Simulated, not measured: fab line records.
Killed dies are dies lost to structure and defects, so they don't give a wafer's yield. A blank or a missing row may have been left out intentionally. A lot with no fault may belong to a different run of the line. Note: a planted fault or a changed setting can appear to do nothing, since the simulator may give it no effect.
Chamber matching ; flow n5-finfet ; ald-metal-02 running N5_HKMG_FIN_ALD_36: 4 sister chambers
The step deposits TiN, target thk 1 nm, pulse time 1 s, purge time 3 s. 22 wafers are shown with their chamber, then 11 later ones without.

== WAFERS WITH THEIR CHAMBER ==
wafer;chamber;heater-power-w (W);precursor-pulse-height-rel
L074.1;2;967;1.027
L074.2;0;838;0.982
L074.3;1;942;0.972
L074.4;3;892;0.981
L074.5;0;844;1.016
L074.6;3;881;1.000
L076.2;3;892;1.001
L076.3;2;962;0.970
L076.5;1;910;0.989
L078.1;0;845;1.015
L078.2;3;900;0.999
L078.6;2;996;0.991
L080.3;1;915;1.004
L080.4;3;910;1.025
L080.6;0;851;1.007
L082.1;1;920;1.022
L082.2;3;895;1.005
L082.3;0;832;0.978
L082.4;2;983;1.024
L082.5;1;940;0.995
L082.6;2;991;0.987
L087.2;3;922;0.998

SIGNATURES (means of the wafers above)
reading;chamber 0;chamber 1;chamber 2;chamber 3;scatter within a chamber
heater-power-w;842.00;925.40;979.80;898.86;13
precursor-pulse-height-rel;0.99960;0.99640;0.99980;1.00129;0.0185
Rule: distance of a wafer from a chamber = root of the sum over the readings of ((wafer's reading minus chamber's mean) / reading's scatter) squared. The wafer belongs to the nearest chamber; if the next one is less than 2 further off, it can't be placed. The scatter: the root of (the sum of the squares of (reading less its chamber's mean) over the shown wafers, divided by (wafers less chambers)).

== WAFERS MISSING THEIR CHAMBER ==
wafer;heater-power-w (W);precursor-pulse-height-rel
L087.5;921;0.998
L087.6;954;0.990
L088.1;916;1.007
L088.2;987;1.012
L088.4;845;0.994
L090.2;829;1.010
L090.4;919;1.002
L090.6;960;0.975
L094.2;939;0.986
L094.3;906;0.987
L094.5;910;1.012

== CHAMBER TAKEN BY EACH ==
wafer;from the rows above;in truth
L087.5;can't be placed: 1 or 3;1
L087.6;can't be placed: 2 or 1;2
L088.1;can't be placed: 1 or 3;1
L088.2;2;2
L088.4;0;0
L090.2;0;0
L090.4;can't be placed: 1 or 3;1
L090.6;can't be placed: 2 or 1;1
L094.2;1;1
L094.3;can't be placed: 3 or 1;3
L094.5;can't be placed: 3 or 1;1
4 of 11 placed correctly. Cannot be placed on the basis of these rows: 7; the candidates contain the true chamber in 7. 0 placed wrongly.
